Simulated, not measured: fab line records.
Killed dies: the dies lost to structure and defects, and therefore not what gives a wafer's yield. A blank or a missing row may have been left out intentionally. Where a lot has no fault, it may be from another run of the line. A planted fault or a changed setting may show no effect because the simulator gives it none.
fab line records	flow n5Finfet
record lots=24	wafers=72	lastDay=18
route steps=1938 shown BEOL_M5@1153 BEOL_M6@1208
lots that met no fault: from a run of the same line without faults
startH: start of the lot's first displayed wafer, in hours after the record's first day	waitH: how many hours have passed since the lot's step before this one	" unchanged from the row above	L1.1+2: a single row standing in for several wafers	- no value, or no start was given	* or withheld: withheld	< > ~ a bound
route shown NAME@n: a module of which the file shows steps, and the number in the route of the first	usual: mean/standard deviation of fault-free wafers	same: alike in all rows	chamber/n: place in a boat	sites: per-site readings	_std_site: the values' standard deviation	_edge_site: the outer-site mean with the inner-site mean subtracted	radiusMm: for every site, how far away it sits from the centre of the wafer	mask NAME#n: copy n	behind: tool/chamber where the wafer was last shaped	hold: what put the lot on hold/how long, in hours/how the hold closed	device: which transistor (n, p or np) failed to switch	end of line: tests of these same wafers at the route's end	for a step that has no rows: nothing shown but its recipe	killed: at the first sort, the dies lost to defects and structure; wafer yield is something else	map: shows each die of a wafer: x if killed, . if not, _ if none is there
set.NAME: setting as actually run; set.NAME@STEP: the setting as run at that earlier step	model.NAME: the simulator's own value behind a step, which no gauge read
the route's steps for a sample of lots (tables are steps, rows are wafers)
services: when a tool's chamber went out of use (startH, in hours from the record's first day, below 0 if earlier), for how many hours, and the reason
## steps
# step N5_BEOL_M5_ETCH_67
# recipe chemistry=CF4	target=SiARC	targetDepthA=156	maskMaterial=CAR-EUV	timeS=26	ionEnergyEv=80	pressureMtorr=40	sourceW=545	biasW=36	Ar_flow_sccm=100	cf4FlowSccm=100	ends=cleared
# usual drypumpMotorCurrentA=5.80/0.25	etchRfOnTimeS=26.0/0.6	oesProductAu=0.66/0.069	rfVppV=184.3/1.1	showerheadPlenumPTorr=2.15/0.068	throttleValvePct=15.60/0.3
lot.wafer	tool	chamber	startH	waitH	drypumpMotorCurrentA	etchRfOnTimeS	oesProductAu	rfHoursCounterH	rfVppV	showerheadPlenumPTorr	throttleValvePct
L074.3	rieDiel-06	1	178.30	0.0	5.41	25.8	0.66	153	186.1	2.22	15.67
L074.4	"	3	"	"	5.86	25.8	0.74	-	186.3	2.08	15.14
L074.6	"	1	"	"	5.43	26.1	0.65	-	183.1	2.22	15.67
L075.1	rieDiel-03	0	182.91	0.0	5.62	25.7	0.76	35	186.5	2.19	15.42
L075.3	"	2	"	"	5.71	25.8	0.75	47	185.8	2.28	15.30
L075.5	"	0	"	"	5.61	25.6	0.77	-	183.8	2.19	15.43
L076.3	rieDiel-06	3	193.77	0.0	5.86	26.0	0.74	57	184.3	2.08	15.15
L076.5	"	3	"	"	5.84	25.8	0.74	-	183.5	2.08	15.17
L076.6	"	2	"	"	5.82	25.9	0.64	-	185.1	2.13	15.77
L077.1	rieDiel-06	0	197.02	0.0	6.08	26.2	0.61	215	182.7	2.13	15.80
L077.2	"	1	"	"	5.40	25.8	0.64	160	184.7	2.22	15.66
L077.6	"	1	"	"	5.42	25.6	0.65	-	185.7	2.22	15.66
L078.3	rieDiel-06	3	203.44	0.0	5.84	25.6	0.72	61	184.3	2.08	15.17
L078.5	"	3	"	"	5.86	25.6	0.73	-	183.1	2.08	15.17
L078.6	"	2	"	"	5.83	25.3	0.64	-	183.7	2.13	15.76
L079.2	rieDiel-03	2	220.56	0.0	5.69	25.2	0.74	60	185.2	2.27	15.32
L079.3	"	0	"	"	5.59	25.2	0.76	49	185.3	2.19	15.45
L079.6	"	2	"	"	5.72	25.4	0.75	-	185.2	2.27	15.34
L081.1	rieDiel-05	3	223.52	0.0	5.63	25.1	0.76	37	184.9	2.18	15.51
L081.3	"	2	"	"	6.07	26.1	0.60	213	182.7	2.04	15.96
L081.6	"	0	"	"	5.61	26.4	0.78	-	182.7	2.19	15.15
L080.1	rieDiel-05	3	223.91	0.0	5.60	25.0	0.76	37	185.0	2.18	15.51
L080.2	"	1	"	"	5.90	26.2	0.59	222	183.0	2.21	15.98
L080.3	"	0	"	"	5.62	26.4	0.77	15	184.5	2.19	15.16
L082.4	rieDiel-06	0	226.95	0.0	6.06	26.3	0.60	225	184.0	2.12	15.80
L082.5	"	0	"	"	6.10	26.2	0.59	-	185.2	2.12	15.83
L082.6	"	1	"	"	5.40	25.7	0.63	-	184.9	2.21	15.69
L083.3	rieDiel-05	1	233.20	0.0	5.91	26.4	0.58	225	185.6	2.21	15.98
L083.4	"	2	"	"	6.11	26.5	0.58	216	183.2	2.04	15.99
L083.6	"	3	"	"	5.62	25.3	0.75	-	184.6	2.18	15.53
L084.1	rieDiel-05	2	240.32	0.0	6.05	26.6	0.58	218	183.2	2.04	15.98
L084.4	"	1	"	"	5.92	26.4	0.58	-	185.2	2.21	15.99
L084.6	"	2	"	"	6.04	26.3	0.59	-	184.3	2.04	15.99
L085.2	rieDiel-05	0	249.45	0.0	5.62	26.6	0.76	25	187.3	2.19	15.17
L085.3	"	1	"	"	5.90	26.4	0.58	231	184.4	2.20	15.99
L085.4	"	3	"	"	5.62	25.4	0.75	42	185.5	2.18	15.52
L086.1	rieDiel-06	0	251.21	0.0	6.11	26.4	0.59	233	184.5	2.12	15.84
L086.2	"	3	"	"	5.82	25.5	0.72	77	182.9	2.07	15.20
L086.3	"	2	"	"	5.84	25.4	0.63	187	184.5	2.13	15.81
L087.1	rieDiel-06	0	253.70	0.0	6.10	26.2	0.60	234	184.4	2.12	15.83
L087.4	"	3	"	"	5.87	25.3	0.71	-	183.8	2.07	15.21
L087.5	"	0	"	"	6.11	26.2	0.60	-	183.8	2.12	15.83
L089.3	rieDiel-05	3	284.10	0.0	5.62	25.2	0.74	50	183.5	2.17	15.56
L089.4	"	1	"	"	5.91	26.0	0.58	239	185.8	2.20	16.02
L089.6	"	1	"	"	5.91	26.3	0.57	-	183.6	2.20	16.01
L088.1	rieDiel-03	0	284.20	0.0	5.61	25.5	0.72	74	183.8	2.18	15.52
L088.3	"	3	"	"	5.46	25.9	0.65	152	182.1	2.06	15.77
L088.6	"	0	"	"	5.59	25.2	0.73	-	184.8	2.18	15.51
L090.2	rieDiel-05	1	284.63	0.0	5.89	26.2	0.58	239	184.7	2.20	16.00
L090.4	"	0	"	"	5.62	26.6	0.74	33	185.5	2.19	15.17
L090.6	"	2	"	"	6.06	26.3	0.57	-	181.9	2.04	16.00
L093.2	rieDiel-05	3	286.77	0.0	5.63	25.0	0.75	51	183.9	2.17	15.55
L093.4	"	1	"	"	5.92	26.6	0.57	240	184.8	2.20	16.01
L093.5	"	1	"	"	5.91	26.5	0.57	-	185.5	2.20	16.03
L091.2	rieDiel-05	0	290.20	0.0	5.63	26.2	0.74	36	183.4	2.19	15.17
L091.4	"	1	"	"	5.91	25.9	0.58	241	185.1	2.20	16.01
L091.5	"	2	"	"	6.05	26.0	0.58	-	182.4	2.04	16.02
L094.3	rieDiel-03	0	313.19	0.0	5.59	25.5	0.72	84	184.2	2.17	15.52
L094.4	"	1	"	"	6.28	27.4	0.58	206	186.2	2.20	15.37
L094.5	"	2	"	"	5.71	25.4	0.71	-	187.1	2.26	15.40
L096.2	rieDiel-06	1	316.39	0.0	5.42	25.9	0.63	185	184.3	2.21	15.73
L096.4	"	3	"	"	5.85	26.3	0.70	87	183.8	2.07	15.23
L096.6	"	0	"	"	6.12	26.5	0.58	-	182.5	2.12	15.86
L095.2	rieDiel-03	0	323.12	0.0	5.61	25.7	0.71	86	185.2	2.17	15.54
L095.3	"	2	"	"	5.70	25.4	0.70	98	186.2	2.26	15.41
L095.5	"	3	"	"	5.45	26.4	0.64	-	183.6	2.06	15.79
L092.1	rieDiel-03	0	323.51	0.0	5.61	25.5	0.72	87	184.9	2.17	15.54
L092.2	"	1	"	"	6.30	27.6	0.57	209	184.6	2.20	15.39
L092.5	"	2	"	"	5.70	25.1	0.71	-	185.5	2.26	15.41
L097.2	rieDiel-06	3	331.38	0.0	5.84	25.8	0.70	91	183.8	2.06	15.24
L097.3	"	2	"	"	5.82	25.4	0.62	198	183.1	2.12	15.83
L097.5	"	3	"	"	5.82	26.0	0.69	-	182.8	2.07	15.22
# step N5_BEOL_M5_TRENCH_ETCH_37
# recipe chemistry=C4F6/O2	targetDepthA=716.52	target=SiCOH_lowk	timeS=24.7	ionEnergyEv=250	pressureMtorr=30	sourceW=345	biasW=185	Ar_flow_sccm=300	C4F6_flow_sccm=10	O2_flow_sccm=10
# usual drypumpMotorCurrentA=5.80/0.25	oesProductAu=0.78/0.081	rfVppV=665/11	showerheadPlenumPTorr=2.86/0.088	throttleValvePct=20.90/0.29
lot.wafer	tool	chamber	startH	waitH	drypumpMotorCurrentA	oesProductAu	rfHoursCounterH	rfVppV	showerheadPlenumPTorr	throttleValvePct
L074.3	rieDiel-06	1	-	-	5.41	0.76	154	665	2.94	20.86
L074.4	"	3	"	"	5.85	0.86	-	656	2.77	20.48
L074.6	"	1	"	"	5.41	0.75	-	665	2.94	20.86
L075.1	rieDiel-03	0	-	-	5.63	0.91	35	677	2.90	20.71
L075.3	"	2	"	"	5.70	0.89	47	670	3.03	20.64
L075.5	"	0	"	"	5.62	0.91	-	675	2.90	20.73
L076.3	rieDiel-06	3	-	-	5.85	0.86	57	655	2.77	20.51
L076.5	"	3	"	"	5.87	0.85	-	655	2.77	20.50
L076.6	"	2	"	"	5.83	0.75	-	679	2.83	21.03
L077.1	rieDiel-06	0	-	-	6.07	0.71	215	653	2.84	21.15
L077.2	"	1	"	"	5.42	0.75	160	665	2.93	20.89
L077.6	"	1	"	"	5.41	0.75	-	665	2.93	20.87
L078.3	rieDiel-06	3	-	-	5.84	0.85	61	655	2.77	20.49
L078.5	"	3	"	"	5.84	0.86	-	658	2.77	20.50
L078.6	"	2	"	"	5.82	0.75	-	678	2.83	21.04
L079.2	rieDiel-03	2	-	-	5.72	0.87	61	669	3.02	20.67
L079.3	"	0	"	"	5.64	0.88	49	676	2.89	20.75
L079.6	"	2	"	"	5.74	0.86	-	670	3.02	20.66
L081.1	rieDiel-05	3	-	-	5.66	0.89	37	669	2.89	20.86
L081.3	"	2	"	"	6.05	0.69	213	648	2.71	21.23
L081.6	"	0	"	"	5.62	0.92	-	682	2.91	20.44
L080.1	rieDiel-05	3	-	-	5.64	0.89	37	668	2.89	20.87
L080.2	"	1	"	"	5.94	0.69	222	669	2.94	21.30
L080.3	"	0	"	"	5.62	0.92	15	684	2.91	20.44
L082.4	rieDiel-06	0	-	-	6.14	0.71	225	652	2.83	21.18
L082.5	"	0	"	"	6.13	0.70	-	653	2.84	21.17
L082.6	"	1	"	"	5.40	0.75	-	665	2.93	20.88
L083.3	rieDiel-05	1	-	-	5.92	0.69	225	669	2.94	21.30
L083.4	"	2	"	"	6.02	0.69	216	648	2.71	21.23
L083.6	"	3	"	"	5.60	0.87	-	668	2.89	20.85
L084.1	rieDiel-05	2	-	-	6.05	0.68	218	649	2.71	21.23
L084.4	"	1	"	"	5.93	0.69	-	669	2.94	21.33
L084.6	"	2	"	"	6.00	0.68	-	650	2.71	21.24
L085.2	rieDiel-05	0	-	-	5.61	0.89	25	684	2.90	20.45
L085.3	"	1	"	"	5.91	0.68	231	668	2.93	21.32
L085.4	"	3	"	"	5.65	0.87	42	668	2.89	20.88
L086.1	rieDiel-06	0	-	-	6.15	0.70	233	653	2.83	21.19
L086.2	"	3	"	"	5.84	0.84	78	657	2.76	20.54
L086.3	"	2	"	"	5.83	0.74	187	679	2.82	21.05
L087.1	rieDiel-06	0	-	-	6.07	0.70	234	650	2.83	21.17
L087.4	"	3	"	"	5.87	0.84	-	654	2.76	20.53
L087.5	"	0	"	"	6.09	0.70	-	653	2.83	21.19
L089.3	rieDiel-05	3	-	-	5.62	0.87	50	669	2.88	20.89
L089.4	"	1	"	"	5.94	0.67	239	670	2.93	21.34
L089.6	"	1	"	"	5.93	0.68	-	670	2.93	21.33
L088.1	rieDiel-03	0	-	-	5.62	0.87	75	674	2.88	20.79
L088.3	"	3	"	"	5.47	0.76	152	671	2.74	21.08
L088.6	"	0	"	"	5.63	0.85	-	674	2.88	20.77
L090.2	rieDiel-05	1	-	-	5.92	0.68	239	667	2.93	21.33
L090.4	"	0	"	"	5.63	0.87	33	684	2.90	20.47
L090.6	"	2	"	"	6.02	0.67	-	647	2.70	21.26
L093.2	rieDiel-05	3	-	-	5.64	0.87	51	669	2.88	20.88
L093.4	"	1	"	"	5.90	0.68	240	668	2.93	21.33
L093.5	"	1	"	"	5.91	0.68	-	669	2.93	21.34
L091.2	rieDiel-05	0	-	-	5.63	0.88	36	683	2.90	20.47
L091.4	"	1	"	"	5.92	0.68	241	668	2.93	21.33
L091.5	"	2	"	"	6.04	0.67	-	646	2.70	21.25
L094.3	rieDiel-03	0	-	-	5.62	0.83	84	675	2.88	20.79
L094.4	"	1	"	"	6.35	0.69	207	666	2.93	20.63
L094.5	"	2	"	"	5.71	0.83	-	670	3.01	20.70
L096.2	rieDiel-06	1	-	-	5.40	0.73	186	666	2.92	20.88
L096.4	"	3	"	"	5.85	0.81	87	654	2.75	20.52
L096.6	"	0	"	"	6.10	0.69	-	654	2.83	21.21
L095.2	rieDiel-03	0	-	-	5.62	0.84	87	674	2.88	20.79
L095.3	"	2	"	"	5.73	0.82	98	670	3.00	20.71
L095.5	"	3	"	"	5.45	0.75	-	670	2.74	21.08
L092.1	rieDiel-03	0	-	-	5.60	0.84	87	674	2.88	20.80
L092.2	"	1	"	"	6.36	0.68	209	667	2.93	20.64
L092.5	"	2	"	"	5.71	0.83	-	670	3.00	20.72
L097.2	rieDiel-06	3	-	-	5.88	0.82	91	654	2.75	20.53
L097.3	"	2	"	"	5.84	0.73	198	677	2.81	21.08
L097.5	"	3	"	"	5.85	0.81	-	655	2.75	20.56
# step N5_BEOL_M5_ANNEAL_82
# recipe tempC=400	timeS=1800	ambient=vacuum
# usual heaterPowerW=825/80
lot.wafer	tool	chamber	startH	waitH	heaterPowerW
L074.3	pvdSputter-03	-	181.30	0.0	880
L074.4	"	-	"	"	745
L074.6	"	-	"	"	781
L075.1	pvdSputter-01	-	186.87	0.0	857
L075.3	"	-	"	"	876
L075.5	"	-	"	"	862
L076.3	pvdSputter-02	-	197.88	0.0	842
L076.5	"	-	"	"	782
L076.6	"	-	"	"	714
L077.1	pvdSputter-01	-	200.51	0.0	753
L077.2	"	-	"	"	842
L077.6	"	-	"	"	740
L078.3	pvdSputter-02	-	206.67	0.0	720
L078.5	"	-	"	"	803
L078.6	"	-	"	"	818
L079.2	pvdSputter-03	-	223.64	0.0	773
L079.3	"	-	"	"	859
L079.6	"	-	"	"	872
L081.1	pvdSputter-01	-	226.67	0.0	851
L081.3	"	-	"	"	801
L081.6	"	-	"	"	889
L080.1	pvdSputter-02	-	227.57	0.0	837
L080.2	"	-	"	"	804
L080.3	"	-	"	"	711
L082.4	pvdSputter-03	-	230.45	0.0	802
L082.5	"	-	"	"	895
L082.6	"	-	"	"	745
L083.3	pvdSputter-01	-	236.09	0.0	747
L083.4	"	-	"	"	831
L083.6	"	-	"	"	865
L084.1	pvdSputter-01	-	243.40	0.0	740
L084.4	"	-	"	"	810
L084.6	"	-	"	"	785
L085.2	pvdSputter-01	-	252.47	0.0	896
L085.3	"	-	"	"	766
L085.4	"	-	"	"	836
L086.1	pvdSputter-02	-	255.88	0.0	841
L086.2	"	-	"	"	708
L086.3	"	-	"	"	856
L087.1	pvdSputter-03	-	256.88	0.0	1018
L087.4	"	-	"	"	783
L087.5	"	-	"	"	855
L089.3	pvdSputter-03	-	286.69	0.0	906
L089.4	"	-	"	"	1007
L089.6	"	-	"	"	797
L088.1	pvdSputter-01	-	286.84	0.0	744
L088.3	"	-	"	"	902
L088.6	"	-	"	"	759
L090.2	pvdSputter-02	-	287.75	0.0	849
L090.4	"	-	"	"	767
L090.6	"	-	"	"	857
L093.2	pvdSputter-01	-	292.76	0.0	742
L093.4	"	-	"	"	854
L093.5	"	-	"	"	883
L091.2	pvdSputter-03	-	293.32	0.0	775
L091.4	"	-	"	"	774
L091.5	"	-	"	"	1019
L094.3	pvdSputter-03	-	317.14	0.0	801
L094.4	"	-	"	"	1001
L094.5	"	-	"	"	772
L096.2	pvdSputter-02	-	320.59	0.0	872
L096.4	"	-	"	"	780
L096.6	"	-	"	"	857
L095.2	pvdSputter-02	-	326.31	0.0	783
L095.3	"	-	"	"	845
L095.5	"	-	"	"	843
L092.1	pvdSputter-03	-	327.06	0.0	885
L092.2	"	-	"	"	764
L092.5	"	-	"	"	1016
L097.2	pvdSputter-03	-	334.54	0.0	797
L097.3	"	-	"	"	758
L097.5	"	-	"	"	874
# step N5_BEOL_M6_OVL_MEAS_12
# recipe pointsPerWafer=44
# usual M6_OVL=-0.4/0.68
lot.wafer	tool	chamber	startH	waitH	M6_OVL[nm]
L074.3	overlay-02	0	188.72	0.0	-0.7
L074.4	"	0	"	"	-1.1
L074.6	"	0	"	"	-0.8
L075.1	overlay-02	0	193.02	0.0	-1.6
L075.3	"	0	"	"	-1.0
L075.5	"	0	"	"	-0.5
L076.3	overlay-02	0	204.09	0.0	-1.2
L076.5	"	0	"	"	0.0
L076.6	"	0	"	"	-1.4
L077.1	overlay-02	0	206.64	0.0	-0.6
L077.2	"	0	"	"	0.4
L077.6	"	0	"	"	0.9
L078.3	overlay-02	0	214.34	0.0	-0.5
L078.5	"	0	"	"	0.0
L078.6	"	0	"	"	0.1
L079.2	overlay-02	0	230.62	0.0	-0.8
L079.3	"	0	"	"	-0.4
L079.6	"	0	"	"	0.0
L081.1	overlay-02	0	234.22	0.0	-0.5
L081.3	"	0	"	"	-0.7
L081.6	"	0	"	"	-1.3
L080.1	overlay-02	0	234.43	0.1	0.5
L080.2	"	0	"	"	0.5
L080.3	"	0	"	"	-0.1
L082.4	overlay-02	0	237.91	0.1	0.5
L082.5	"	0	"	"	-0.2
L082.6	"	0	"	"	0.4
L083.3	overlay-02	0	241.84	0.0	0.0
L083.4	"	0	"	"	0.0
L083.6	"	0	"	"	-1.6
L084.1	overlay-02	0	250.58	0.0	0.2
L084.4	"	0	"	"	1.6
L084.6	"	0	"	"	0.7
L085.2	overlay-01	0	259.64	0.0	-0.1
L085.3	"	0	"	"	-0.1
L085.4	"	0	"	"	-0.4
L086.1	overlay-01	0	262.60	0.0	0.7
L086.2	"	0	"	"	-0.3
L086.3	"	0	"	"	-0.4
L087.1	overlay-01	0	262.76	0.0	-0.2
L087.4	"	0	"	"	-0.2
L087.5	"	0	"	"	-0.7
L089.3	overlay-01	0	293.77	0.0	-1.0
L089.4	"	0	"	"	-0.1
L089.6	"	0	"	"	-0.9
L088.1	overlay-01	0	294.08	0.0	0.3
L088.3	"	0	"	"	0.0
L088.6	"	0	"	"	-0.9
L090.2	overlay-01	0	294.43	0.0	-0.9
L090.4	"	0	"	"	-1.4
L090.6	"	0	"	"	-0.8
L093.2	overlay-02	0	299.47	0.0	-0.7
L093.4	"	0	"	"	-1.0
L093.5	"	0	"	"	0.0
L091.2	overlay-02	0	299.52	0.0	-0.6
L091.4	"	0	"	"	-1.5
L091.5	"	0	"	"	-1.0
L094.3	overlay-02	0	324.04	0.0	-0.3
L094.4	"	0	"	"	0.3
L094.5	"	0	"	"	0.4
L096.2	overlay-02	0	330.83	0.0	-0.6
L096.4	"	0	"	"	-0.7
L096.6	"	0	"	"	-0.2
L092.1	overlay-02	0	332.97	0.0	-0.9
L092.2	"	0	"	"	-1.2
L092.5	"	0	"	"	-1.0
L095.2	overlay-01	0	336.75	0.0	-0.4
L095.3	"	0	"	"	0.2
L095.5	"	0	"	"	-0.3
L097.2	overlay-02	0	343.36	0.0	-0.7
L097.3	"	0	"	"	0.3
L097.5	"	0	"	"	-0.3
# step N5_BEOL_M6_HM_OPEN_17
# recipe chemistry=Cl2/BCl3	targetDepthA=200	overetchA=60	target=TiN	maskMaterial=SOC	ionEnergyEv=150	pressureMtorr=10	icpW=1000	biasW=126	Cl2_flow_sccm=53.25	bcl3FlowSccm=21.75	Ar_flow_sccm=25
# usual drypumpMotorCurrentA=5.9/0.34	mfcCl2Sccm=53.25/0.15	oesProductAu=0.67/0.065	throttleValvePct=22.10/0.16
lot.wafer	tool	chamber	startH	waitH	drypumpMotorCurrentA	mfcCl2Sccm	oesProductAu	rfHoursCounterH	throttleValvePct
L074.3	rieMetal-01	0	189.14	0.1	6.3	53.35	0.65	-	21.92
L074.4	"	1	"	"	5.7	53.48	0.67	-	22.22
L074.6	"	0	"	"	6.4	53.52	0.66	-	21.94
L075.1	rieMetal-02	1	194.05	0.0	5.9	53.32	0.53	120	22.41
L075.3	"	1	"	"	5.9	53.24	0.53	-	22.43
L075.5	"	1	"	"	5.9	53.15	0.52	-	22.43
L076.3	rieMetal-01	1	204.46	0.1	5.7	53.07	0.66	-	22.25
L076.5	"	1	"	"	5.7	53.21	0.66	-	22.25
L076.6	"	0	"	"	6.3	53.29	0.66	-	21.92
L077.1	rieMetal-01	0	207.09	0.0	6.3	53.27	0.66	52	21.91
L077.2	"	1	"	"	5.8	53.16	0.67	42	22.22
L077.6	"	1	"	"	5.7	53.18	0.67	-	22.21
L078.3	rieMetal-01	1	214.80	0.1	5.7	53.30	0.67	-	22.23
L078.5	"	0	"	"	6.4	53.18	0.65	-	21.96
L078.6	"	1	"	"	5.7	53.05	0.67	-	22.23
L079.2	rieMetal-01	1	230.95	0.0	5.7	53.31	0.67	44	22.21
L079.3	"	1	"	"	5.8	53.21	0.67	-	22.20
L079.6	"	1	"	"	5.7	53.20	0.66	-	22.20
L081.1	rieMetal-01	1	234.56	0.0	5.7	53.35	0.66	45	22.25
L081.3	"	1	"	"	5.7	53.37	0.66	-	22.22
L081.6	"	1	"	"	5.7	53.01	0.66	-	22.24
L080.1	rieMetal-01	0	234.92	0.0	6.3	53.36	0.65	55	21.93
L080.2	"	1	"	"	5.7	53.27	0.65	45	22.24
L080.3	"	1	"	"	5.7	53.03	0.65	-	22.23
L082.4	rieMetal-03	1	238.44	0.1	5.4	53.25	0.69	-	22.03
L082.5	"	1	"	"	5.4	53.24	0.70	-	22.03
L082.6	"	0	"	"	5.4	53.22	0.75	-	22.24
L083.3	rieMetal-01	0	242.20	0.1	6.3	53.40	0.64	-	21.94
L083.4	"	1	"	"	5.7	53.50	0.66	-	22.23
L083.6	"	0	"	"	6.3	53.43	0.65	-	21.93
L084.1	rieMetal-02	1	250.94	0.1	5.9	53.08	0.52	125	22.45
L084.4	"	0	"	"	6.2	53.37	0.81	-	21.92
L084.6	"	0	"	"	6.2	53.23	0.82	-	21.92
L085.2	rieMetal-02	0	260.17	0.1	6.2	53.25	0.80	-	21.93
L085.3	"	0	"	"	6.2	53.21	0.78	-	21.94
L085.4	"	0	"	"	6.2	53.25	0.79	-	21.93
L086.1	rieMetal-01	0	263.06	0.0	6.3	53.25	0.64	58	21.93
L086.2	"	1	"	"	5.7	53.17	0.66	48	22.21
L086.3	"	1	"	"	5.7	53.26	0.65	-	22.24
L087.1	rieMetal-02	0	263.10	0.0	6.2	53.12	0.79	5	21.92
L087.4	"	0	"	"	6.2	53.16	0.80	-	21.92
L087.5	"	0	"	"	6.2	53.06	0.80	-	21.93
L089.3	rieMetal-01	0	294.19	0.1	6.3	53.34	0.63	-	21.95
L089.4	"	1	"	"	5.7	53.41	0.65	-	22.24
L089.6	"	0	"	"	6.3	53.18	0.64	-	21.94
L088.1	rieMetal-03	0	294.42	0.0	5.4	53.39	0.72	15	22.27
L088.3	"	1	"	"	5.4	53.32	0.67	-	22.06
L088.6	"	0	"	"	5.4	53.33	0.72	-	22.28
L090.2	rieMetal-01	0	295.32	0.0	6.3	53.13	0.64	61	21.94
L090.4	"	0	"	"	6.3	53.12	0.63	-	21.94
L090.6	"	1	"	"	5.7	53.40	0.64	-	22.25
L093.2	rieMetal-03	1	299.85	0.0	5.4	52.96	0.68	34	22.05
L093.4	"	1	"	"	5.4	53.05	0.67	-	22.06
L093.5	"	0	"	"	5.4	53.41	0.72	-	22.28
L091.2	rieMetal-01	0	299.94	0.0	6.3	53.25	0.63	62	21.98
L091.4	"	0	"	"	6.4	53.19	0.62	-	21.97
L091.5	"	0	"	"	6.3	53.13	0.63	-	21.99
L094.3	rieMetal-01	0	324.40	0.1	6.3	53.31	0.64	-	21.96
L094.4	"	1	"	"	5.7	53.32	0.64	-	22.24
L094.5	"	1	"	"	5.7	53.35	0.64	-	22.24
L096.2	rieMetal-03	1	331.16	0.0	5.4	53.49	0.66	36	22.07
L096.4	"	1	"	"	5.4	53.35	0.67	-	22.05
L096.6	"	0	"	"	5.4	53.23	0.71	-	22.29
L092.1	rieMetal-01	0	333.31	0.0	6.3	53.21	0.63	63	21.96
L092.2	"	1	"	"	5.7	53.40	0.65	52	22.25
L092.5	"	0	"	"	6.3	53.29	0.64	-	21.95
L095.2	rieMetal-01	0	337.12	0.0	6.3	53.40	0.63	63	21.95
L095.3	"	1	"	"	5.7	53.17	0.64	-	22.25
L095.5	"	0	"	"	6.3	53.09	0.63	-	21.97
L097.2	rieMetal-02	0	344.04	0.0	6.2	53.23	0.76	11	21.93
L097.3	"	1	"	"	5.9	53.22	0.80	-	22.14
L097.5	"	1	"	"	5.9	53.45	0.81	-	22.12
# step N5_BEOL_M6_CD_MEAS_18
# recipe pitchNm=80	targetCdNm=40
# usual cdNm=39.8/0.58
lot.wafer	tool	chamber	startH	waitH	cdNm
L074.3	cdSem-03	-	189.30	0.1	40.2
L074.4	"	-	"	"	39.5
L074.6	"	-	"	"	41.0
L075.1	cdSem-01	-	194.36	0.0	40.7
L075.3	"	-	"	"	40.7
L075.5	"	-	"	"	39.6
L076.3	cdSem-03	-	204.69	0.1	40.7
L076.5	"	-	"	"	39.9
L076.6	"	-	"	"	39.9
L077.1	cdSem-03	-	207.28	0.0	39.6
L077.2	"	-	"	"	40.2
L077.6	"	-	"	"	40.1
L078.3	cdSem-02	-	214.96	0.1	40.2
L078.5	"	-	"	"	40.3
L078.6	"	-	"	"	40.0
L079.2	cdSem-02	-	231.13	0.1	39.7
L079.3	"	-	"	"	39.5
L079.6	"	-	"	"	40.1
L081.1	cdSem-01	-	234.78	0.0	39.2
L081.3	"	-	"	"	38.8
L081.6	"	-	"	"	40.0
L080.1	cdSem-01	-	235.11	0.0	41.2
L080.2	"	-	"	"	40.8
L080.3	"	-	"	"	40.2
L082.4	cdSem-01	-	238.60	0.1	40.3
L082.5	"	-	"	"	41.6
L082.6	"	-	"	"	40.4
L083.3	cdSem-01	-	242.54	0.1	40.5
L083.4	"	-	"	"	40.1
L083.6	"	-	"	"	40.0
L084.1	cdSem-01	-	251.15	0.0	38.5
L084.4	"	-	"	"	40.7
L084.6	"	-	"	"	39.7
L085.2	cdSem-01	-	260.42	0.1	39.3
L085.3	"	-	"	"	40.3
L085.4	"	-	"	"	39.4
L086.1	cdSem-02	-	263.24	0.0	39.7
L086.2	"	-	"	"	39.2
L086.3	"	-	"	"	39.8
L087.1	cdSem-03	-	263.37	0.0	38.8
L087.4	"	-	"	"	39.9
L087.5	"	-	"	"	39.3
L089.3	cdSem-02	-	294.41	0.1	39.7
L089.4	"	-	"	"	38.9
L089.6	"	-	"	"	39.7
L088.1	cdSem-03	-	294.98	0.0	39.3
L088.3	"	-	"	"	38.8
L088.6	"	-	"	"	39.0
L090.2	cdSem-01	-	295.76	0.1	39.2
L090.4	"	-	"	"	39.3
L090.6	"	-	"	"	39.5
L093.2	cdSem-03	-	300.04	0.1	40.2
L093.4	"	-	"	"	40.1
L093.5	"	-	"	"	39.6
L091.2	cdSem-03	-	300.14	0.1	39.0
L091.4	"	-	"	"	39.1
L091.5	"	-	"	"	39.5
L094.3	cdSem-01	-	324.56	0.1	39.8
L094.4	"	-	"	"	39.6
L094.5	"	-	"	"	39.2
L096.2	cdSem-02	-	331.53	0.1	40.7
L096.4	"	-	"	"	39.9
L096.6	"	-	"	"	40.1
L092.1	cdSem-02	-	333.54	0.0	39.7
L092.2	"	-	"	"	38.8
L092.5	"	-	"	"	40.8
L095.2	cdSem-01	-	337.39	0.1	40.2
L095.3	"	-	"	"	40.0
L095.5	"	-	"	"	40.0
L097.2	cdSem-01	-	344.24	0.1	39.1
L097.3	"	-	"	"	40.3
L097.5	"	-	"	"	40.1
## services
tool	chamber	startH	hours	kind
rieDiel-05	0	154.46	-	clean
rieDiel-05	0	154.46	-	consumableReplace:focusRing
rieDiel-05	0	154.46	21.4	scheduledDown
rieDiel-05	0	154.46	21.4	ventCycle
rieDiel-03	-	157.42	0.6	repair
rieDiel-03	3	181.91	13.3	repair
rieMetal-02	0	182.77	-	clean
rieDiel-05	3	199.25	6.7	repair
rieMetal-02	-	210.06	10.0	pm
rieDiel-05	-	215.61	0.7	repair
rieDiel-05	3	239.24	9.6	repair
rieDiel-06	2	252.13	10.8	repair
rieDiel-06	0	256.55	7.3	repair
rieDiel-06	1	257.61	3.4	repair
rieDiel-03	1	264.32	8.9	repair
rieDiel-05	-	264.84	14.6	pm
pvdSputter-01	-	272.12	7.8	repair
rieDiel-06	3	291.33	1.9	repair
rieDiel-05	1	312.03	4.2	repair
rieDiel-05	1	326.87	-	clean
rieDiel-05	1	326.87	-	consumableReplace:focusRing
rieDiel-05	1	326.87	16.5	scheduledDown
rieDiel-05	1	326.87	16.5	ventCycle
rieDiel-05	-	329.63	7.5	repair
## key
fault none
